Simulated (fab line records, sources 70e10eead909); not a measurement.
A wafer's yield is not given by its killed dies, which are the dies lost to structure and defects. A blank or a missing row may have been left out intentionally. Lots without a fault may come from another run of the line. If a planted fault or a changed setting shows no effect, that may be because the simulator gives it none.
Comparing a struck lot with a sound one	flow nandHarc	14 out of 1302 route steps
Sound: the wafers L213.1, L213.2, L213.4. Struck: wafer L217.4 (L217.2, L217.6, from the same lot, were not struck and are left out); the cause is given at the end.
Order at every step that has rows: each side's tool, ch and its chambers, its first start. Under that, the readings that differ: sound wafers	struck wafers	difference of the means	sigmas: that difference in standard deviations of wafers without a fault.
alike: a reading whose means differ by less than 2 such deviations, as well as words and numbers matching on both sides. not compared: withheld readings; readings where some wafer has no value; bounds like >300 that might hide an equal value; numbers whose values overlap and for which the record gives no deviation.
Wherever a step has rows on one side only, a row that says differs or no value, or a row with sigmas, the two part there. Non-overlapping numbers with no deviation appear without sigmas and do not part them. A reading missing from all wafers of one side parts the sides only when that side holds two or more wafers.

NHARC_P_GATE_STRIP_95: strips in O2.
  sound on plasmaAsher-01 ch 0,1, day 6 15:16; struck on plasmaAsher-02 ch 1, day 8 06:23
reading	sound	struck	difference	sigmas
heaterPowerW (W)	340 333 347	408	+68	+3
  alike: drypumpMotorCurrentA
  not compared: rfHoursCounterH
then, 1 step without rows for these wafers: NHARC_P_GATE_STRIP_96 (strips in SPM, time 900 s).
NHARC_P_GATE_RTA_64: time 1 s.
  sound on rtpAnneal-02 ch 0, day 6 15:52; struck on rtpAnneal-02 ch 0, day 8 06:59
  alike: lampPowerPct, lamp_zone_4_pct, wafer_temp_C_max
then, 1 step without rows for these wafers: NHARC_P_GATE_ETCH_77 (etches SiO2 in dHF, target depth 6 nm).
NHARC_P_GATE_DEGAS_109: time 60 s.
  sound: pvdSputter-01 at day 6 16:12; struck: pvdSputter-01 at day 8 07:16
  alike: heaterPowerW
then, 3 steps without rows for these wafers: NHARC_P_GATE_PRE_CLEAN_110 (time 30 s); NHARC_P_GATE_SPUTTER_78 (material Ni, target thk 10 nm); NHARC_P_GATE_SPUTTER_79 (material TiN, target thk 10 nm).
NHARC_P_GATE_RTA_80: time 30 s.
  sound on rtpAnneal-01 ch 0, day 6 16:33; struck on rtpAnneal-01 ch 0, day 8 07:35
  alike: lampPowerPct, lamp_zone_4_pct, wafer_temp_C_max
then, 2 steps without rows for these wafers: NHARC_P_GATE_STRIP_67 (strips in SPM, time 600 s); NHARC_P_GATE_RTA_82 (time 30 s).
NHARC_P_GATE_INSPECT_68:
  sound: defectInspect-01 at day 6 17:16; struck: defectInspect-02 at day 8 08:13
  alike: rawDefectCount
NHARC_P_CONTACT_DEP_30: deposits SiNx, target thk 30 nm.
  sound on pecvd-03 ch 0,2, day 6 17:22; struck on pecvd-03 ch 1, day 8 08:17
reading	sound	struck	difference	sigmas
rfFwdPowerW (W)	449.3 445.3 446.9	520.6	+73.4	+52
  alike: heaterPowerW
NHARC_P_CONTACT_DEP_00: deposits SiO2, target thk 500 nm.
  sound: pecvd-03 ch 0,2; struck: pecvd-03 ch 1
  alike: chamberPressureTorr, heaterPowerW, mfcPrecursorSccm, rfFwdPowerW, throttleValvePct

== WHERE THEY PART ==
At NHARC_P_GATE_STRIP_95 first; at NHARC_P_CONTACT_DEP_30 last (within this record only). Later steps at which nothing parts them and some readings are alike: NHARC_P_CONTACT_DEP_00.

WHY: the cause the simulator had injected
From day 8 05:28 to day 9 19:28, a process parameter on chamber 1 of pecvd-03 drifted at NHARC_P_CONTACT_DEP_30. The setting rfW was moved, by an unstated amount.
